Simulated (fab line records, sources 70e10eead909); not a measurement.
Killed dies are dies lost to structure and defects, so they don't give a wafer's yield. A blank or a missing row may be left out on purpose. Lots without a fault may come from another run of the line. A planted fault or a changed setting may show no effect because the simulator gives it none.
A struck lot beside a sound one | flow nand_harc | 42 steps out of a route of 1302
Sound: wafers L896.3, L896.4, L896.6. Struck: wafers L908.1, L908.2, L908.3. The cause comes at the end.
At each step with rows: each side's tool, then ch and its chambers, then its first start. Under that, the readings that differ: sound wafers | struck wafers | difference of the means | sigmas: that difference in standard deviations of wafers without a fault.
alike: readings whose means differ by less than 2 such deviations, and words and numbers that are the same on both sides. not compared: withheld readings, readings that some wafer has no value for, bounds like >300 that may hide the same value, and numbers for which the record gives no deviation and whose values overlap.
The two part at a step that has a row with sigmas, a row that says differs or no value, or rows on one side only. Numbers that don't overlap but have no deviation are shown without sigmas and don't part them. A reading that every wafer of one side lacks parts them only if that side has two wafers or more.

first, 1 step without rows for these wafers: NHARC_A_ONON_D1_DEP_19 (target thk 1000 nm).
NHARC_A_ONON_D1_THK_MEAS_21: measures by ellipsometry.
  sound on film_metro-02, day 8 20:01; struck on film_metro-01, day 14 05:16
  alike: thk_nm
then, 1 step without rows for these wafers: NHARC_A_ONON_D1_DEP_22 (target thk 1000 nm).
NHARC_A_ONON_D1_THK_MEAS_24: measures by ellipsometry.
  sound on film_metro-01, day 8 20:35; struck on film_metro-01, day 14 05:50
  alike: thk_nm
then, 1 step without rows for these wafers: NHARC_A_ONON_D1_DEP_25 (target thk 1000 nm).
NHARC_A_ONON_D1_THK_MEAS_27: measures by ellipsometry.
  sound on film_metro-02, day 8 21:09; struck on film_metro-02, day 14 06:24
  alike: thk_nm
then, 1 step without rows for these wafers: NHARC_A_ONON_D1_DEP_28 (target thk 1000 nm).
NHARC_A_ONON_D1_THK_MEAS_30: measures by ellipsometry.
  sound on film_metro-02, day 8 21:43; struck on film_metro-01, day 14 06:58
  alike: thk_nm
NHARC_A_ONON_D1_DEP_33: deposits SiO2, target thk 200 nm.
  sound on pecvd-04 ch 0,1, day 8 21:52; struck on pecvd-02 ch 0,1,2, day 14 07:01
  alike: heater_power_w, throttle_valve_pct
NHARC_A_ONON_D1_THK_MEAS_34: measures by ellipsometry.
  sound on film_metro-02, day 8 22:11; struck on film_metro-01, day 14 07:26
  alike: thk_nm
NHARC_A_ONON_D1_INSPECT_32:
  sound on defect_inspect-02, day 8 22:15; struck on defect_inspect-01, day 14 07:31
  alike: raw_defect_count
NHARC_A_CHANNEL_HOLE_D1_DEP_00: deposits aC, target thk 3100 nm.
  sound on acl_dep-03 ch 0, day 9 00:49; struck on acl_dep-01 ch 0, day 14 10:32
  alike: throttle_valve_pct
NHARC_A_CHANNEL_HOLE_D1_DEP_01: deposits SiON, target thk 140 nm.
  sound on pecvd-02 ch 0,2, day 9 02:05; struck on pecvd-02 ch 0,1,2, day 14 12:27
  alike: heater_power_w
then, 10 steps without rows for these wafers: NHARC_A_CHANNEL_HOLE_D1_DEHYDRATE_02 (time 120 s); NHARC_A_CHANNEL_HOLE_D1_HMDS_03 (time 30 s); NHARC_A_CHANNEL_HOLE_D1_COAT_36 (time 75 s); NHARC_A_CHANNEL_HOLE_D1_COAT_37 (time 65 s); NHARC_A_CHANNEL_HOLE_D1_COAT_04 (resist thk 90 nm); NHARC_A_CHANNEL_HOLE_D1_SOFTBAKE_05 (time 55 s); NHARC_A_CHANNEL_HOLE_D1_EBR_06; NHARC_A_CHANNEL_HOLE_D1_EXPOSE_07 (exposes mask HOLE D1, target cd 100 nm); NHARC_A_CHANNEL_HOLE_D1_PEB_08 (peb time 65 s); NHARC_A_CHANNEL_HOLE_D1_DEVELOP_09 (develop time 35 s).
NHARC_A_CHANNEL_HOLE_D1_CD_MEAS_10: target cd 100 nm.
  sound on cd_sem-01 ch 0, day 9 02:49; struck on cd_sem-01 ch 0, day 14 13:10
  alike: cd_nm
NHARC_A_CHANNEL_HOLE_D1_OVL_MEAS_11:
  sound on overlay-02, day 9 02:54; struck on overlay-01, day 14 13:16
  alike: overlay_x_nm, overlay_y_nm
NHARC_A_CHANNEL_HOLE_D1_INSPECT_12:
  sound on defect_inspect-01, day 9 02:56; struck on defect_inspect-02, day 14 13:18
  alike: raw_defect_count
then, 1 step without rows for these wafers: NHARC_A_CHANNEL_HOLE_D1_DESCUM_15 (chemistry O2, time 3 s).
NHARC_A_CHANNEL_HOLE_D1_ETCH_38: etches the open film in CF4, target depth 39 nm, time 65 s.
  sound on rie_diel-04 ch 0,1,2, day 9 03:05; struck on rie_diel-12 ch 0,1,2, day 14 13:27
  alike: drypump_motor_current_A, oes_product_au, rf_vpp_V, showerhead_plenum_p_Torr, throttle_valve_pct
  not compared: rf_hours_counter_h
then, 3 steps without rows for these wafers: NHARC_A_CHANNEL_HOLE_D1_ETCH_39 (etches the open film in N2/H2, target depth 260 nm, time 325 s); NHARC_A_CHANNEL_HOLE_D1_ETCH_34 (etches the open film in CF4/CHF3, target depth 154 nm, time 77 s); NHARC_A_CHANNEL_HOLE_D1_ETCH_16 (etches the open film in O2/COS, target depth 3100 nm, time 806 s).
NHARC_A_CHANNEL_HOLE_D1_CD_MEAS_18:
  sound on cd_sem-01, day 9 04:07; struck on cd_sem-03, day 14 14:28
  alike: cd_nm
then, 2 steps without rows for these wafers: NHARC_A_CHANNEL_HOLE_D1_ETCH_19 (etches the open film in C4F8/O2/Ar, time 34.5 s); NHARC_A_CHANNEL_HOLE_D1_ETCH_20 (etches the open film in C4F8/O2/Ar, time 361.9 s, target depth 1600 nm).
NHARC_A_CHANNEL_HOLE_D1_ETCH_21: etches the open film in C4F8/O2/Ar, time 514.3 s, target depth 1600 nm.
  sound on har_etch-01 ch 0,1, day 9 04:45; struck on har_etch-02 ch 0,1, day 14 14:58
  alike: drypump_motor_current_A, showerhead_plenum_p_Torr, throttle_valve_pct
  not compared: rf_hours_counter_h
then, 1 step without rows for these wafers: NHARC_A_CHANNEL_HOLE_D1_ETCH_22 (etches the open film in C4F8/O2/Ar, time 666.7 s, target depth 1600 nm).
NHARC_A_CHANNEL_HOLE_D1_ETCH_23: etches the open film in C4F8/O2/Ar, time 819 s, target depth 1600 nm.
  sound on har_etch-01 ch 0,1, day 9 05:51; struck on har_etch-02 ch 0,1, day 14 15:59
  alike: drypump_motor_current_A, showerhead_plenum_p_Torr, throttle_valve_pct
  not compared: rf_hours_counter_h
then, 4 steps without rows for these wafers: NHARC_A_CHANNEL_HOLE_D1_ETCH_24 (etches the open film in C4F8/O2/Ar, time 906.2 s, target depth 1500 nm); NHARC_A_CHANNEL_HOLE_D1_ETCH_25 (etches the open film in C4F8/O2/Ar, time 1040.2 s, target depth 1500 nm); NHARC_A_CHANNEL_HOLE_D1_ETCH_26 (etches the open film in C4F8/O2/Ar, time 224.1 s, target depth 300 nm); NHARC_A_CHANNEL_HOLE_D1_ETCH_33 (etches the open film in C4F8/O2/Ar, time 90 s, target depth 400 nm).
-- the record jumps here: 16 days lie between the struck wafers' starts before and after (it left off in module A_CHANNEL_HOLE_D1 and takes up again in module END, whose first step shown is number 1302 of the route) --
NHARC_END_SORT_01:
  the record has rows for the struck wafers here (prober-02 ch 0, day 30 20:44) and none for the sound ones

WHERE THEY PART
Only at NHARC_END_SORT_01, within this record.

WHY: what the simulator had put in
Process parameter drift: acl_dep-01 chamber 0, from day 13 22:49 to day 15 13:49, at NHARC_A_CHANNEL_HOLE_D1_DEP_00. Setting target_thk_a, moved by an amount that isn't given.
